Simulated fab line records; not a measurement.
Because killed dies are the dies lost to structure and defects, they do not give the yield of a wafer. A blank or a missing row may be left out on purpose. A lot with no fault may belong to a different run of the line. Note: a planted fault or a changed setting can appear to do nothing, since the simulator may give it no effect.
Check for tools in common ; flow n5 finfet ; 25 wafers sampled across 9 lots

## WHAT PROMPTED THE OPENING
2 of 9 lots carry a flag on the reading IOFF_N_LONG at N5_BEOL_M4_RC_MEAS_101. Wafers without a fault read 5.48e-05 nA/um, standard deviation 2.4e-06.
Rule: flag the lot when none of its wafers has a number, or when each of its wafers that has one lies beyond 4 standard deviations from that mean. As for the other lots, they are considered sound.

lot;measured;on;IOFF_N_LONG (nA/um), wafer by wafer;flag
L176;day 9 10:38;prober-02;5.32e-05 5.48e-05 5.48e-05;
L175;day 9 11:10;prober-01;5.48e-05 5.43e-05 5.44e-05;
L181;day 10 10:27;prober-02;5.66e-05 5.59e-05 5.61e-05;
L182;day 10 21:10;prober-01;5.65e-05 5.55e-05 5.68e-05;
L189;day 12 15:44;prober-02;0.0009417 0.0009161;FLAGGED
L192;day 13 05:17;prober-02;0.0010065 0.0010244;FLAGGED
L195;day 14 07:06;prober-01;5.4e-05 5.29e-05 5.36e-05;
L197;day 14 07:49;prober-02;6e-05 5.93e-05 6.05e-05;
L196;day 14 14:19;prober-02;5.65e-05 5.65e-05 5.75e-05;
Averaged over the flagged lots the numbers come to 9.72e-04 nA/um, +9.17e-04 nA/um from the usual (+99 or more standard deviations).

## LOT BY LOT: THE TOOL USED
4 process steps preceding the reading are held in the record, out of 1938 steps in the route. Every cell lists first the tool, next ch and the chambers used by the sampled wafers, and last the start.
lot;flag;N5_DUMMY_REMOVAL_STRIP_10;N5_HKMG_FIN_HK_ALD_01;N5_HKMG_FIN_ETCH_58;N5_HKMG_FIN_STRIP_60
L176;;rie diel-03 ch 1,3, day 4 05:44;ald hk-02 ch 0,1,2, day 4 06:16;rie diel-05 ch 0,1,3, day 4 07:36;plasma asher-02 ch 1, day 4 08:10
L175;;rie diel-06 ch 1,3, day 4 01:40;ald hk-03 ch 1,2, day 4 02:12;rie diel-05 ch 1,2, day 4 03:32;plasma asher-01 ch 0,1, day 4 04:07
L181;;rie diel-03 ch 1,3, day 5 11:47;ald hk-03 ch 0,2, day 5 12:22;rie diel-04 ch 0,2,3, day 5 13:51;plasma asher-02 ch 1, day 5 14:25
L182;;rie diel-03 ch 1,2, day 5 16:22;ald hk-02 ch 2,3, day 5 16:53;rie diel-05 ch 0,1,3, day 5 19:11;plasma asher-01 ch 0,1, day 5 19:52
L189;FLAGGED;rie diel-01 ch 0,2, day 7 14:49;ald hk-03 ch 0,2, day 7 15:24;rie diel-05 ch 0,1, day 7 16:45;plasma asher-02 ch 1, day 7 17:20
L192;FLAGGED;rie diel-03 ch 2, day 8 08:24;ald hk-03 ch 1,3, day 8 08:56;rie diel-05 ch 1,2, day 8 10:25;plasma asher-02 ch 0, day 8 11:10
L195;;rie diel-01 ch 0,2,3, day 8 23:35;ald hk-03 ch 0,2,3, day 9 00:06;rie diel-04 ch 0,2,3, day 9 01:32;plasma asher-02 ch 0,1, day 9 02:07
L197;;rie diel-01 ch 0,1,2, day 9 11:00;ald hk-03 ch 0,2, day 9 11:31;rie diel-02 ch 0,3, day 9 12:51;plasma asher-02 ch 0,1, day 9 13:25
L196;;rie diel-01 ch 0,2,3, day 9 09:11;ald hk-01 ch 0,2,3, day 9 09:43;rie diel-04 ch 0,2,3, day 9 11:03;plasma asher-02 ch 0,1, day 9 11:38
What the steps here do:
- N5_DUMMY_REMOVAL_STRIP_10: strips in N2/H2, time 40 s.
- N5_HKMG_FIN_HK_ALD_01: deposits HfO2, target thk 1.6 nm, pulse time 3 s, purge time 3 s.
- N5_HKMG_FIN_ETCH_58: etches SOC in N2/H2, target depth 215.8 nm, time 741 s.
- N5_HKMG_FIN_STRIP_60: strips in N2/H2, time 360 s.
- N5_BEOL_M4_RC_MEAS_101

## FLAGGED AGAINST TOTAL, ONE TOOL AT A TIME (gauges that did the reading follow at the end)
step;tool;lots run;flagged;share of the flagged lots;sound lots run after its first flagged lot
N5_DUMMY_REMOVAL_STRIP_10;rie diel-01;4;1;some;3 (L195,L196,L197)
N5_DUMMY_REMOVAL_STRIP_10;rie diel-03;4;1;some;0
N5_DUMMY_REMOVAL_STRIP_10;rie diel-06;1;0;none;-
N5_HKMG_FIN_HK_ALD_01;ald hk-01;1;0;none;-
N5_HKMG_FIN_HK_ALD_01;ald hk-02;2;0;none;-
N5_HKMG_FIN_HK_ALD_01;ald hk-03;6;2;all;2 (L195,L197)
N5_HKMG_FIN_ETCH_58;rie diel-02;1;0;none;-
N5_HKMG_FIN_ETCH_58;rie diel-04;3;0;none;-
N5_HKMG_FIN_ETCH_58;rie diel-05;5;2;all;0
N5_HKMG_FIN_STRIP_60;plasma asher-01;2;0;none;-
N5_HKMG_FIN_STRIP_60;plasma asher-02;7;2;all;3 (L195,L196,L197)
N5_BEOL_M4_RC_MEAS_101;prober-01;3;0;none;-
N5_BEOL_M4_RC_MEAS_101;prober-02;6;2;all;2 (L197,L196)

## WHAT THE TABLE ALLOWS
4 rows of the table ran every flagged lot: ald hk-03 at N5_HKMG_FIN_HK_ALD_01, rie diel-05 at N5_HKMG_FIN_ETCH_58, plasma asher-02 at N5_HKMG_FIN_STRIP_60, prober-02 at N5_BEOL_M4_RC_MEAS_101.
- ald hk-03 at N5_HKMG_FIN_HK_ALD_01: 2 of its 6 lots flagged. Lots that were sound ran on it after the first flagged one (L195, L197); a persistent fault on the entire tool would not allow that.
- rie diel-05 at N5_HKMG_FIN_ETCH_58: 2 of its 5 lots flagged. Its last sound lot is L182 (day 5 19:11), its first flagged lot L189 (day 7 16:45): a fault that began between those two fits. Its own readings (run length s) fall more than 4 standard deviations out on all wafers of the flagged lots.
- plasma asher-02 at N5_HKMG_FIN_STRIP_60: 2 of its 7 lots flagged. Lots that were sound ran on it after the first flagged one (L195, L196, L197); a persistent fault on the entire tool would not allow that.
- prober-02 at N5_BEOL_M4_RC_MEAS_101: 2 of its 6 lots flagged. Lots that were sound ran on it after the first flagged one (L197, L196); a persistent fault on the entire tool would not allow that.
rie diel-05 at N5_HKMG_FIN_ETCH_58 is the single tool remaining.

## WHAT HAD BEEN PUT IN BY THE SIMULATOR
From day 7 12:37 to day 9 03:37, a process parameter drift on rie diel-05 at N5_HKMG_FIN_ETCH_58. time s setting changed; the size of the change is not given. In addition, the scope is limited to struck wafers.
Struck lots among those shown: L189, L192. Same finding as the rule above.
